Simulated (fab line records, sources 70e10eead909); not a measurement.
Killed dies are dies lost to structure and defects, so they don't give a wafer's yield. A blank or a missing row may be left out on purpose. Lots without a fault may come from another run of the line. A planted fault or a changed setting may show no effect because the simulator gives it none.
fab line records | flow nand_harc
record lots=24 wafers=72 last_day=34
route steps=1302 shown A_CONTACT@1093 A_BLC@1118 A_M0@1152 A_BONDPAD@1218
lots that met no fault: from a run of the same line without faults
start_h: hours from the record's first day to the start of the lot's first wafer shown | wait_h: hours since the lot's step before | " the same as in the row above | L1.1+2: a row that stands for several wafers | - no value, or no start given | * or withheld: withheld | < > ~ a bound
route shown NAME@n: a module of which the file shows steps, and the number in the route of the first | usual: mean/standard deviation of fault-free wafers | same: alike in all rows | chamber/n: place in a boat | sites: the reading at each site | _std_site: their standard deviation | _edge_site: outer sites' mean less inner sites' | radius_mm: how far each site lies from the wafer's centre | mask NAME#n: copy n | behind: the tool/chamber that last shaped the wafer | hold: why the lot was held/for how many hours/how that ended | device: the transistor (n, p or np) that didn't switch | end of line: the same wafers' tests at the end of the route | a step without rows: its recipe alone | killed: dies lost to structure and defects at the first sort, not the wafer's yield | map: a wafer's dies, x killed, . not, _ none there
set.NAME: the setting as run; set.NAME@STEP: as run at that earlier step | model.NAME: the simulator's own value behind a step, which no gauge read
steps of the route over a sample of lots; a table a step, a row a wafer
services: from which hour (start_h, from the record's first day; less than 0 if before it) a tool's chamber was out of use, for how many hours, and why
## steps
# step NHARC_A_CONTACT_ETCH_98
# recipe target_depth_a=200 over_etch_frac=0.5 time_s=10 ion_energy_ev=250 c4f6_flow_sccm=25 o2_flow_sccm=20 ar_flow_sccm=500 rf_w=600 bias_w=500 chemistry=C4F6/O2
# usual bias_w=500.1/1.5 drypump_motor_current_A=5.78/0.28 oes_product_au=0.958/0.022 rf_vpp_V=548/3.8 showerhead_plenum_p_Torr=3.98/0.19 throttle_valve_pct=26.904/0.0093
# same time_s=10
# columns lot.wafer tool chamber start_h wait_h bias_w drypump_motor_current_A oes_product_au rf_hours_counter_h rf_vpp_V showerhead_plenum_p_Torr throttle_valve_pct
L075.2 rie_diel-04 3 - - 500.2 5.96 0.939 29 546 3.86 26.907
L075.5 " 0 " " 499.8 5.79 0.942 - 550 4.11 26.899
L075.6 " 1 " " 500.8 5.51 0.942 - 551 4.12 26.901
L074.3 rie_diel-04 0 - - 499.7 5.79 0.944 31 550 4.10 26.885
L074.2 " 1 " " 497.6 5.53 0.956 31 550 4.12 26.908
L074.6 " 3 " " 497.0 5.96 0.919 - 545 3.86 26.902
L076.3 rie_diel-04 3 - - 498.4 5.95 0.940 2 546 3.86 26.894
L076.1 " 0 " " 498.3 5.81 0.951 2 550 4.10 26.913
L076.5 " 1 " " 499.4 5.54 0.949 - 551 4.11 26.897
L077.2 rie_diel-02 2 - - 499.5 5.12 0.938 51 540 3.65 26.914
L077.6 " 1 " " 499.6 5.96 0.961 - 543 3.79 26.916
L077.5 " 2 " " 501.1 5.11 0.954 - 540 3.65 26.913
L078.2 rie_diel-02 3 - - 501.2 5.96 0.960 50 553 4.16 26.900
L078.5 " 3 " " 500.7 5.97 0.947 - 552 4.16 26.900
L078.6 " 0 " " 500.7 6.23 0.941 - 543 3.69 26.891
L080.2 rie_diel-04 1 - - 498.9 5.52 0.959 3 550 4.11 26.919
L080.1 " 3 " " 499.3 5.97 0.976 4 544 3.86 26.904
L080.6 " 0 " " 500.9 5.79 0.963 - 550 4.10 26.897
L079.1 rie_diel-04 2 - - 501.2 5.62 0.958 6 551 4.14 26.901
L079.6 " 3 " " 497.4 5.96 0.941 - 545 3.86 26.910
L079.5 " 0 " " 498.2 5.82 0.940 - 551 4.10 26.899
L084.3 rie_diel-02 3 - - 499.9 5.93 0.953 10 551 4.15 26.906
L084.6 " 0 " " 502.1 6.26 0.968 - 542 3.68 26.890
L084.5 " 1 " " 498.2 5.92 0.980 - 544 3.78 26.917
L081.2 rie_diel-04 2 608.14 0.1 502.4 5.64 0.950 11 553 4.14 26.906
L081.3 " 3 " " 500.9 5.93 0.940 12 546 3.86 26.897
L081.5 " 3 " " 500.3 5.93 0.946 - 544 3.85 26.902
L082.1 rie_diel-05 2 - - 501.9 6.12 0.995 6 550 4.13 26.905
L082.4 " 0 " " 497.2 5.83 1.012 8 542 3.67 26.911
L082.5 " 1 " " 500.5 6.03 1.006 - 542 3.70 26.900
L083.3 rie_diel-05 3 - - 498.9 5.84 0.992 10 547 3.99 26.900
L083.1 " 0 " " 499.9 5.85 1.008 10 543 3.67 26.891
L083.6 " 2 " " 498.5 6.12 1.001 - 550 4.13 26.904
L086.2 rie_diel-04 2 - - 499.2 5.66 0.936 14 553 4.13 26.912
L086.1 " 0 " " 499.3 5.79 0.948 15 550 4.09 26.906
L086.6 " 2 " " 501.9 5.65 0.953 - 552 4.13 26.894
L085.2 rie_diel-02 1 - - 499.5 5.90 0.973 22 543 3.78 26.907
L085.1 " 3 " " 499.8 5.92 0.963 22 551 4.15 26.890
L085.3 " 0 " " 500.4 6.24 0.978 21 542 3.68 26.925
L088.2 rie_diel-05 0 - - 501.4 5.79 0.928 21 542 3.66 26.885
L088.3 " 1 " " 500.0 6.02 0.923 20 543 3.69 26.912
L088.1 " 2 " " 499.4 6.10 0.938 19 550 4.13 26.885
L087.2 rie_diel-02 3 - - 499.8 5.94 0.942 28 551 4.14 26.891
L087.5 " 1 " " 500.6 5.92 0.963 - 543 3.77 26.894
L087.6 " 2 " " 498.2 5.11 0.953 - 552 4.21 26.903
L089.1 rie_diel-04 3 - - 500.7 5.94 0.963 21 545 3.85 26.892
L089.3 " 1 " " 501.9 5.52 0.953 16 549 4.11 26.900
L089.5 " 0 " " 499.9 5.81 0.936 - 550 4.09 26.912
L091.2 rie_diel-04 1 - - 502.3 5.51 1.005 18 551 4.10 26.900
L091.5 " 1 " " 501.5 5.52 1.015 - 552 4.10 26.890
L091.6 " 2 " " 499.3 5.64 1.006 - 550 4.13 26.909
L092.1 rie_diel-04 1 - - 498.7 5.51 0.943 18 551 4.10 26.912
L092.5 " 0 " " 501.0 5.79 0.939 - 548 4.09 26.884
L092.6 " 1 " " 500.9 5.53 0.941 - 549 4.10 26.910
L090.3 rie_diel-04 2 - - 501.2 5.61 0.946 23 550 4.13 26.907
L090.4 " 0 " " 499.4 5.81 0.945 23 550 4.09 26.911
L090.6 " 3 " " 500.6 5.97 0.945 - 545 3.85 26.905
L093.3 rie_diel-04 0 - - 497.7 5.80 0.953 25 550 4.09 26.901
L093.1 " 2 " " 500.8 5.60 0.952 25 552 4.13 26.889
L093.6 " 3 " " 498.2 5.96 0.941 - 545 3.85 26.906
L094.3 rie_diel-02 1 - - 497.3 5.91 0.982 52 543 3.76 26.908
L094.1 " 2 " " 501.6 5.10 0.983 56 554 4.19 26.881
L094.4 " 0 " " 498.5 6.29 0.962 52 541 3.66 26.918
L096.3 rie_diel-05 2 731.63 0.1 498.4 6.11 0.975 47 549 4.11 26.904
L096.5 " 0 " " 499.8 5.84 0.961 - 541 3.65 26.920
L096.4 " 1 " " 498.9 6.01 0.967 - 541 3.68 26.912
L095.3 rie_diel-02 2 - - 501.2 5.10 0.957 61 552 4.19 26.898
L095.2 " 3 " " 498.3 5.92 0.941 60 550 4.12 26.911
L095.1 " 1 " " 498.7 5.93 0.963 61 542 3.75 26.890
L097.1 rie_diel-04 2 - - 502.0 5.62 0.942 7 551 4.12 26.909
L097.6 " 3 " " 501.3 5.94 0.949 - 546 3.84 26.890
L097.5 " 0 " " 500.4 5.79 0.933 - 551 4.08 26.906
# step NHARC_A_CONTACT_ALD_18
# recipe target_thk_a=30 pulse_time_s=1 ald_cycles=150 temp_c=450 material=TiN
# usual heater_power_outer_w=683/53 heater_power_w=1065/81 precursor_pulse_height_rel=0.999/0.017
# columns lot.wafer tool chamber start_h wait_h heater_power_outer_w heater_power_w precursor_pulse_height_rel
L075.2 ald_metal-03 2 522.40 - 691 1003 0.967
L075.5 " 2 " " 701 1027 1.031
L075.6 " 3 " " 686 1077 1.025
L074.2 ald_metal-03 2 526.32 - 693 1038 0.992
L074.3 " 1 " " 787 1160 0.986
L074.6 " 3 " " 686 1055 0.980
L076.1 ald_metal-02 1 549.84 - 758 1140 0.972
L076.3 " 2 " " 658 1152 0.979
L076.5 " 0 " " 661 1001 0.978
L077.2 ald_metal-03 0 550.92 - 679 1050 1.000
L077.6 " 3 " " 685 1073 0.987
L077.5 " 0 " " 698 1030 0.972
L078.2 ald_metal-04 2 556.35 - 621 1032 1.010
L078.5 " 3 " " 669 968 1.003
L078.6 " 0 " " 633 956 1.003
L080.2 ald_metal-03 2 560.57 - 678 1056 1.007
L080.1 " 3 " " 684 1066 1.014
L080.6 " 1 " " 783 1169 0.999
L079.1 ald_metal-02 2 593.85 - 660 1181 0.996
L079.5 " 2 " " 671 1174 0.989
L079.6 " 3 " " 639 1037 0.969
L084.3 ald_metal-03 0 601.46 - 698 1045 1.061
L084.6 " 0 " " 694 1026 0.983
L084.5 " 1 " " 782 1165 1.019
L081.2 ald_metal-02 2 609.21 - 680 1140 0.955
L081.3 " 3 " " 640 1012 1.011
L081.5 " 0 " " 651 1013 1.001
L082.1 ald_metal-04 3 611.28 - 657 973 1.011
L082.4 " 0 " " 647 957 0.993
L082.5 " 2 " " 612 1050 1.038
L083.3 ald_metal-03 0 615.83 - 678 1013 1.014
L083.1 " 1 " " 774 1149 0.976
L083.6 " 2 " " 710 1070 0.989
L086.2 ald_metal-04 2 632.24 - 636 1053 0.965
L086.1 " 0 " " 636 969 0.987
L086.6 " 3 " " 650 983 0.987
L085.2 ald_metal-03 1 637.27 - 766 1141 0.994
L085.3 " 3 " " 634 998 1.007
L085.1 " 0 " " 674 1033 0.978
L088.2 ald_metal-02 0 650.98 - 655 969 1.003
L088.1 " 1 " " 779 1154 0.986
L088.3 " 2 " " 692 1220 0.988
L087.2 ald_metal-03 1 653.10 - 772 1139 0.984
L087.5 " 0 " " 684 1004 1.012
L087.6 " 1 " " 763 1164 0.990
L089.1 ald_metal-02 1 671.17 - 762 1186 0.991
L089.3 " 0 " " 636 1024 0.980
L089.5 " 1 " " 783 1201 1.008
L091.2 ald_metal-04 3 679.39 - 644 959 0.990
L091.6 " 3 " " 650 958 0.979
L091.5 " 0 " " 596 955 1.002
L092.1 ald_metal-02 3 681.04 - 641 1036 1.007
L092.5 " 0 " " 647 990 1.022
L092.6 " 2 " " 692 1188 1.009
L090.3 ald_metal-03 0 682.78 - 679 1018 1.001
L090.4 " 2 " " 709 1086 1.024
L090.6 " 3 " " 659 967 1.002
L093.1 ald_metal-04 0 697.02 - 608 936 0.980
L093.3 " 1 " " 652 1095 0.999
L093.6 " 0 " " 617 944 0.994
L094.1 ald_metal-02 0 726.61 - 655 1025 0.983
L094.3 " 1 " " 803 1210 0.991
L094.4 " 3 " " 644 1043 1.020
L096.3 ald_metal-02 1 732.71 - 786 1199 0.972
L096.4 " 2 " " 680 1222 1.016
L096.5 " 1 " " 772 1206 0.999
L095.1 ald_metal-03 2 741.72 - 727 1105 1.006
L095.3 " 3 " " 644 988 0.987
L095.2 " 0 " " 664 1047 1.023
L097.1 ald_metal-03 1 759.79 - 804 1220 1.021
L097.6 " 3 " " 747 1110 1.018
L097.5 " 0 " " 716 1063 0.990
# step NHARC_A_BLC_OVL_MEAS_11
# usual overlay_x_nm=0.2/0.73 overlay_y_nm=-0.1/0.68
# columns lot.wafer tool chamber start_h wait_h overlay_x_nm overlay_y_nm
L075.2 overlay-01 - 525.26 - 0.3 -0.3
L075.5 " - " " -0.4 -1.3
L075.6 " - " " 0.2 -1.2
L074.2 overlay-01 - 528.42 - 0.1 -0.1
L074.3 " - " " 0.0 0.2
L074.6 " - " " 0.1 -0.3
L076.1 overlay-02 - 551.79 - 0.0 0.0
L076.3 " - " " -0.2 0.5
L076.5 " - " " 0.1 0.4
L077.2 overlay-02 - 553.01 - -0.4 1.2
L077.5 " - " " -0.1 1.1
L077.6 " - " " 0.2 1.3
L078.2 overlay-02 - 558.27 - -0.2 -0.7
L078.5 " - " " -0.4 -0.1
L078.6 " - " " -0.2 -0.6
L080.1 overlay-02 - 562.60 - 0.4 -0.2
L080.2 " - " " -0.3 -0.5
L080.6 " - " " 0.2 -0.4
L079.1 overlay-02 - 595.96 - -1.5 -1.0
L079.5 " - " " -1.3 -0.4
L079.6 " - " " -1.3 -0.7
L084.3 overlay-02 - 603.55 - 0.3 -0.7
L084.5 " - " " 0.3 -0.7
L084.6 " - " " -0.1 -1.3
L081.2 overlay-02 - 611.28 - -0.2 -0.7
L081.3 " - " " -0.1 -1.0
L081.5 " - " " 0.2 -0.8
L082.1 overlay-02 - 613.34 - -0.3 0.1
L082.4 " - " " -0.4 0.4
L082.5 " - " " -0.4 0.0
L083.1 overlay-02 - 617.89 - 0.7 0.6
L083.3 " - " " 1.3 -0.1
L083.6 " - " " 1.5 0.5
L086.1 overlay-02 - 634.33 - 0.2 0.5
L086.2 " - " " 0.1 0.9
L086.6 " - " " 0.0 0.9
L085.1 overlay-02 - 639.40 - -0.2 1.6
L085.2 " - " " -0.3 1.1
L085.3 " - " " -0.3 1.3
L088.1 overlay-01 - 653.05 - 0.6 0.9
L088.2 " - " " 0.0 0.8
L088.3 " - " " 0.5 0.5
L087.2 overlay-01 - 655.21 - 0.7 0.2
L087.5 " - " " 0.5 0.1
L087.6 " - " " 0.5 0.1
L089.1 overlay-02 - 673.19 - 0.2 -0.9
L089.3 " - " " 0.5 -0.2
L089.5 " - " " 0.0 -0.4
L091.2 overlay-01 - 681.35 - 1.5 -1.2
L091.5 " - " " 1.2 -1.0
L091.6 " - " " 1.6 -1.0
L092.1 overlay-01 - 683.16 - 0.2 -0.2
L092.5 " - " " -0.3 -0.8
L092.6 " - " " -0.4 -0.2
L090.3 overlay-01 - 684.85 - 0.4 0.0
L090.4 " - " " 0.6 0.0
L090.6 " - " " 0.6 0.1
L093.1 overlay-02 - 699.14 - 0.0 0.8
L093.3 " - " " 0.1 0.6
L093.6 " - " " 0.4 0.6
L094.1 overlay-02 - 728.68 - 0.9 -0.1
L094.3 " - " " 0.9 -0.1
L094.4 " - " " 0.9 -0.1
L096.3 overlay-01 - 734.81 - -0.6 -0.7
L096.4 " - " " -0.2 -0.2
L096.5 " - " " -1.3 -0.2
L095.1 overlay-02 - 743.69 - 1.9 -0.1
L095.2 " - " " 1.4 0.2
L095.3 " - " " 1.5 0.5
L097.1 overlay-02 - 761.84 - 1.3 -1.1
L097.5 " - " " 0.7 -1.2
L097.6 " - " " 1.4 -0.7
# step NHARC_A_M0_ETCH_15
# recipe target_depth_a=1500 overetch_a=150 time_s=82.5 c4f8_flow_sccm=withheld ar_flow_sccm=400 rf_w=600 bias_w=300 chemistry=C4F8/Ar
# usual bias_w=299.9/0.97 oes_product_au=0.942/0.023 rf_vpp_V=441.3/2.3
# same time_s=82.5
# columns lot.wafer tool chamber start_h wait_h bias_w oes_product_au rf_hours_counter_h rf_vpp_V
L075.2 rie_diel-01 1 - - 301.2 0.964 4.8 437.6
L075.6 " 1 " " 300.5 0.961 - 436.7
L075.5 " 2 " " 300.2 0.971 - 445.3
L074.3 rie_diel-07 0 - - 300.2 0.981 1.6 441.6
L074.2 " 2 " " 299.4 0.956 1.7 442.7
L074.6 " 1 " " 300.2 0.947 - 444.9
L076.3 rie_diel-07 1 - - 298.6 0.949 2.3 441.8
L076.1 " 3 " " 300.9 0.928 2.6 439.8
L076.5 " 1 " " 299.1 0.936 - 444.8
L077.2 rie_diel-01 3 - - 299.6 0.922 6.8 442.8
L077.6 " 0 " " 301.5 0.927 - 439.5
L077.5 " 1 " " 299.2 0.925 - 435.1
L078.2 rie_diel-07 0 - - 303.4 0.971 2.6 439.6
L078.6 " 3 " " 299.9 0.956 - 441.2
L078.5 " 0 " " 301.4 0.972 - 442.3
L080.2 rie_diel-07 3 - - 299.5 0.951 3.0 440.4
L080.1 " 1 " " 301.0 0.978 2.6 443.3
L080.6 " 3 " " 298.9 0.961 - 438.5
L079.1 rie_diel-01 2 - - 299.2 0.968 2.5 444.4
L079.6 " 0 " " 299.5 0.939 - 439.8
L079.5 " 1 " " 299.0 0.962 - 436.9
L084.3 rie_diel-07 3 - - 300.6 0.916 5.6 441.0
L084.5 " 0 " " 299.9 0.914 - 440.8
L084.6 " 1 " " 301.0 0.919 - 443.3
L081.3 rie_diel-07 3 - - 299.4 0.953 5.8 440.5
L081.2 " 2 " " 298.4 0.969 6.3 442.3
L081.5 " 0 " " 299.3 0.963 - 442.9
L082.1 rie_diel-07 2 - - 300.6 0.929 6.5 443.3
L082.5 " 0 " " 299.7 0.920 - 440.7
L082.4 " 2 " " 301.8 0.935 - 442.4
L083.3 rie_diel-07 0 - - 299.6 0.926 7.1 441.5
L083.1 " 3 " " 300.5 0.921 6.2 440.4
L083.6 " 0 " " 300.2 0.922 - 440.3
L086.1 rie_diel-07 1 - - 298.8 0.965 6.5 444.1
L086.2 " 3 " " 299.8 0.944 6.4 440.9
L086.6 " 0 " " 299.7 0.952 - 441.4
L085.3 rie_diel-07 1 - - 297.1 0.910 6.7 444.2
L085.1 " 2 " " 299.7 0.926 7.5 443.2
L085.2 " 3 " " 298.7 0.909 6.9 439.9
L088.3 rie_diel-10 2 - - 299.3 0.921 3.5 445.1
L088.1 " 3 " " 301.5 0.922 3.2 443.5
L088.2 " 0 " " 302.0 0.926 2.6 437.6
L087.2 rie_diel-07 1 - - 299.7 0.956 0.1 444.6
L087.6 " 3 " " 300.7 0.970 - 440.2
L087.5 " 0 " " 299.7 0.969 - 439.2
L089.3 rie_diel-10 2 - - 301.7 0.954 5.2 445.2
L089.1 " 1 " " 298.9 0.991 3.0 439.3
L089.5 " 1 " " 299.5 0.991 - 439.8
L091.2 rie_diel-01 0 - - 299.1 0.898 6.8 437.4
L091.6 " 1 " " 300.2 0.934 - 438.4
L091.5 " 2 " " 300.0 0.918 - 444.0
L092.1 rie_diel-01 1 - - 300.5 0.997 7.2 436.2
L092.5 " 3 " " 299.7 0.960 - 440.4
L092.6 " 0 " " 299.4 0.949 - 437.9
L090.3 rie_diel-10 3 - - 299.2 0.910 3.5 446.3
L090.4 " 0 " " 300.1 0.920 4.7 437.5
L090.6 " 2 " " 301.3 0.929 - 444.5
L093.3 rie_diel-07 2 - - 300.5 0.951 2.5 443.1
L093.1 " 1 " " 299.7 0.951 2.5 444.4
L093.6 " 2 " " 300.4 0.957 - 442.5
L094.4 rie_diel-01 1 - - 300.9 0.930 11.2 437.4
L094.1 " 3 " " 301.3 0.973 10.2 442.2
L094.3 " 0 " " 300.6 0.901 12.8 440.1
L096.4 rie_diel-07 0 - - 300.8 0.930 4.7 440.7
L096.3 " 1 " " 300.0 0.919 4.3 444.1
L096.5 " 3 " " 299.5 0.924 - 439.2
L095.2 rie_diel-07 2 - - 299.1 0.914 5.0 443.0
L095.3 " 0 " " 301.2 0.932 4.9 441.3
L095.1 " 1 " " 299.5 0.925 4.5 442.6
L097.1 rie_diel-07 0 - - 298.0 0.936 5.1 440.6
L097.6 " 2 " " 299.5 0.924 - 443.0
L097.5 " 3 " " 299.3 0.930 - 439.6
# step NHARC_A_M0_PVD_20
# recipe target_thk_a=50 bias_v=168.6 power_w=15000 chamber_pressure_pa=0.12 time_s=8.06 substrate_temp_c=50 material=TaN
# usual throttle_valve_pct=30.2/1.2
# same time_s=8.06
# columns lot.wafer tool chamber start_h wait_h throttle_valve_pct
L075.2 pvd_sputter-01 - - - 29.3
L075.5 " - " " 31.0
L075.6 " - " " 28.9
L074.2 pvd_sputter-01 - - - 28.7
L074.3 " - " " 29.4
L074.6 " - " " 29.3
L076.1 pvd_sputter-03 - - - 31.8
L076.3 " - " " 30.7
L076.5 " - " " 31.7
L077.2 pvd_sputter-02 - - - 30.2
L077.6 " - " " 31.6
L077.5 " - " " 30.6
L078.2 pvd_sputter-03 - - - 30.5
L078.6 " - " " 27.9
L078.5 " - " " 31.9
L080.2 pvd_sputter-01 - - - 31.0
L080.1 " - " " 29.1
L080.6 " - " " 28.7
L079.1 pvd_sputter-01 - - - 29.7
L079.6 " - " " 31.2
L079.5 " - " " 28.4
L084.3 pvd_sputter-03 - - - 27.9
L084.6 " - " " 27.7
L084.5 " - " " 32.0
L081.2 pvd_sputter-03 - - - 30.6
L081.3 " - " " 31.7
L081.5 " - " " 30.9
L082.4 pvd_sputter-01 - - - 30.9
L082.1 " - " " 28.5
L082.5 " - " " 30.9
L083.1 pvd_sputter-02 - - - 30.3
L083.3 " - " " 31.9
L083.6 " - " " 30.8
L086.1 pvd_sputter-02 - - - 30.5
L086.2 " - " " 31.8
L086.6 " - " " 31.2
L085.2 pvd_sputter-01 - - - 28.0
L085.1 " - " " 29.6
L085.3 " - " " 31.1
L088.3 pvd_sputter-01 - - - 28.2
L088.2 " - " " 29.4
L088.1 " - " " 30.0
L087.2 pvd_sputter-01 - - - 29.4
L087.6 " - " " 28.4
L087.5 " - " " 29.3
L089.3 pvd_sputter-01 - - - 29.6
L089.1 " - " " 31.2
L089.5 " - " " 29.5
L091.2 pvd_sputter-01 - - - 29.5
L091.5 " - " " 28.5
L091.6 " - " " 29.6
L092.1 pvd_sputter-02 - - - 30.6
L092.6 " - " " 31.7
L092.5 " - " " 31.4
L090.4 pvd_sputter-03 - - - 30.7
L090.3 " - " " 27.8
L090.6 " - " " 30.7
L093.1 pvd_sputter-01 - - - 30.9
L093.3 " - " " 28.3
L093.6 " - " " 29.6
L094.4 pvd_sputter-02 - - - 30.7
L094.1 " - " " 30.8
L094.3 " - " " 31.5
L096.4 pvd_sputter-01 - - - 29.5
L096.3 " - " " 31.0
L096.5 " - " " 29.5
L095.2 pvd_sputter-02 - - - 31.4
L095.3 " - " " 30.7
L095.1 " - " " 31.6
L097.1 pvd_sputter-02 - - - 30.8
L097.5 " - " " 30.8
L097.6 " - " " 31.2
# step NHARC_A_BONDPAD_DESCUM_11
# recipe time_s=3 o2_flow_sccm=200 ar_flow_sccm=0 bias_power_w=0 chemistry=O2
# usual drypump_motor_current_A=5.71/0.25 oes_product_au=1.000/0.011 rf_vpp_V=57.7/0.96 showerhead_plenum_p_Torr=1.89/0.086 throttle_valve_pct=11.311/0.0094
# same time_s=3
# columns lot.wafer tool chamber start_h wait_h drypump_motor_current_A oes_product_au rf_hours_counter_h rf_vpp_V showerhead_plenum_p_Torr throttle_valve_pct
L075.2 rie_diel-03 0 538.26 - 5.37 1.017 2 57.9 1.81 11.319
L075.6 " 1 " " 5.64 0.997 - 59.3 1.86 11.292
L075.5 " 2 " " 6.02 0.993 - 58.2 1.90 11.320
L074.3 rie_diel-02 2 541.28 - 5.08 1.004 45 56.4 1.77 11.314
L074.2 " 3 " " 5.93 0.995 43 57.2 2.04 11.309
L074.6 " 1 " " 5.93 0.991 - 56.1 1.84 11.317
L076.3 rie_diel-04 0 564.91 - 5.79 1.008 4 58.1 2.01 11.306
L076.1 " 1 " " 5.51 1.001 3 57.7 2.02 11.312
L076.5 " 0 " " 5.77 1.009 - 57.9 2.01 11.300
L077.2 rie_diel-04 2 566.33 - 5.63 1.000 4 58.5 2.03 11.308
L077.6 " 0 " " 5.80 0.996 - 57.6 2.01 11.319
L077.5 " 1 " " 5.50 0.997 - 56.2 2.02 11.304
L078.2 rie_diel-03 0 571.13 - 5.38 1.003 2 58.6 1.81 11.305
L078.5 " 0 " " 5.37 0.999 - 57.1 1.81 11.296
L078.6 " 1 " " 5.61 0.986 - 56.9 1.86 11.304
L080.2 rie_diel-03 0 575.59 - 5.37 1.003 2 56.2 1.81 11.324
L080.1 " 2 " " 6.01 1.002 2 57.7 1.90 11.295
L080.6 " 1 " " 5.63 0.981 - 60.1 1.86 11.310
L079.1 rie_diel-04 2 608.93 - 5.61 1.014 11 56.6 2.03 11.309
L079.6 " 2 " " 5.61 1.003 - 58.2 2.03 11.309
L079.5 " 0 " " 5.80 0.996 - 59.3 2.01 11.312
L084.3 rie_diel-03 1 616.22 - 5.64 0.980 3 57.7 1.86 11.300
L084.5 " 3 " " 5.66 1.022 - 57.4 1.79 11.325
L084.6 " 0 " " 5.35 1.005 - 57.8 1.81 11.319
L081.3 rie_diel-04 2 624.41 - 5.61 1.001 14 58.7 2.03 11.308
L081.2 " 0 " " 5.78 0.997 15 59.8 2.00 11.294
L081.5 " 2 " " 5.61 1.007 - 58.4 2.03 11.302
L082.1 rie_diel-03 1 626.29 - 5.63 0.983 4 57.4 1.86 11.303
L082.5 " 2 " " 6.03 0.991 - 57.4 1.90 11.304
L082.4 " 1 " " 5.64 0.982 - 57.3 1.86 11.304
L083.1 rie_diel-03 0 630.80 - 5.36 1.001 4 57.9 1.81 11.314
L083.3 " 1 " " 5.63 0.974 4 57.4 1.86 11.296
L083.6 " 3 " " 5.67 1.001 - 57.4 1.79 11.311
L086.2 rie_diel-03 2 647.37 - 6.04 1.009 5 56.7 1.90 11.290
L086.1 " 1 " " 5.62 0.989 4 58.5 1.86 11.323
L086.6 " 3 " " 5.65 1.005 - 56.8 1.79 11.311
L085.1 rie_diel-03 1 652.67 - 5.61 0.974 5 58.2 1.86 11.293
L085.3 " 3 " " 5.67 1.006 4 57.1 1.79 11.300
L085.2 " 0 " " 5.36 1.004 4 58.1 1.81 11.336
L088.3 rie_diel-02 0 666.30 - 6.24 1.020 31 57.5 1.78 11.323
L088.2 " 2 " " 5.11 1.020 32 58.8 2.07 11.316
L088.1 " 3 " " 5.93 0.994 32 57.8 2.03 11.312
L087.2 rie_diel-04 2 668.19 - 5.64 1.015 20 57.7 2.02 11.317
L087.6 " 0 " " 5.78 1.000 - 58.5 2.00 11.295
L087.5 " 1 " " 5.51 1.010 - 59.3 2.01 11.310
L089.1 rie_diel-03 1 686.16 - 5.63 0.994 1 58.9 1.86 11.323
L089.3 " 2 " " 6.02 1.016 1 58.3 1.90 11.289
L089.5 " 2 " " 6.03 0.996 - 59.5 1.90 11.307
L091.2 rie_diel-03 0 694.17 - 5.37 1.014 1 57.3 1.81 11.319
L091.6 " 3 " " 5.65 0.998 - 58.3 1.79 11.320
L091.5 " 0 " " 5.37 0.995 - 58.1 1.81 11.301
L092.1 rie_diel-04 0 697.85 - 5.74 1.001 25 57.5 2.00 11.335
L092.6 " 3 " " 5.93 0.989 - 57.6 1.87 11.324
L092.5 " 0 " " 5.79 1.011 - 57.1 2.00 11.314
L090.4 rie_diel-02 0 698.16 - 6.21 1.017 43 57.6 1.77 11.316
L090.3 " 1 " " 5.93 1.020 41 56.6 1.83 11.300
L090.6 " 3 " " 5.90 1.003 - 57.0 2.02 11.302
L093.3 rie_diel-03 2 711.98 - 6.03 0.994 2 58.4 1.90 11.319
L093.1 " 3 " " 5.59 1.011 1 56.3 1.79 11.306
L093.6 " 1 " " 5.63 0.992 - 56.9 1.86 11.319
L094.1 rie_diel-03 0 741.58 - 5.38 1.003 3 58.4 1.81 11.321
L094.4 " 2 " " 6.01 0.993 2 59.0 1.90 11.307
L094.3 " 3 " " 5.66 1.009 2 56.6 1.79 11.298
L096.4 rie_diel-03 2 747.86 - 6.02 0.993 3 58.1 1.90 11.328
L096.3 " 3 " " 5.68 1.014 2 57.9 1.79 11.310
L096.5 " 1 " " 5.63 1.000 - 58.5 1.85 11.312
L095.1 rie_diel-03 3 756.64 - 5.68 0.999 3 58.5 1.79 11.316
L095.2 " 1 " " 5.64 0.985 3 57.5 1.85 11.299
L095.3 " 2 " " 6.03 0.996 3 57.8 1.90 11.303
L097.1 rie_diel-04 1 774.51 - 5.51 0.994 11 58.2 2.00 11.302
L097.6 " 0 " " 5.80 0.984 - 58.5 2.00 11.322
L097.5 " 1 " " 5.50 0.995 - 57.2 2.01 11.326
## services
# columns tool chamber start_h hours kind
ald_metal-03 3 514.36 7.1 repair
rie_diel-04 - 532.41 9.0 pm
ald_metal-03 0 552.12 4.2 repair
ald_metal-03 - 568.00 10.0 pm
pvd_sputter-01 - 582.00 10.0 pm
rie_diel-07 3 588.84 4.2 repair
pvd_sputter-01 - 592.06 4.8 repair
ald_metal-03 3 607.14 8.1 repair
rie_diel-07 1 610.61 13.4 repair
rie_diel-03 3 621.71 6.9 repair
rie_diel-07 3 630.05 4.0 repair
ald_metal-03 2 633.77 24.1 repair
ald_metal-03 - 644.47 0.8 repair
rie_diel-07 - 648.20 9.0 pm
rie_diel-03 - 654.72 9.0 pm
rie_diel-03 1 671.94 4.3 repair
ald_metal-03 3 674.88 5.2 repair
rie_diel-07 - 688.35 1.0 repair
rie_diel-04 - 709.41 9.0 pm
rie_diel-03 0 754.62 5.8 repair
rie_diel-07 0 755.16 5.4 repair
pvd_sputter-01 - 760.00 10.0 pm
rie_diel-07 1 760.92 5.6 repair
rie_diel-07 1 767.12 35.9 repair
## key
fault none
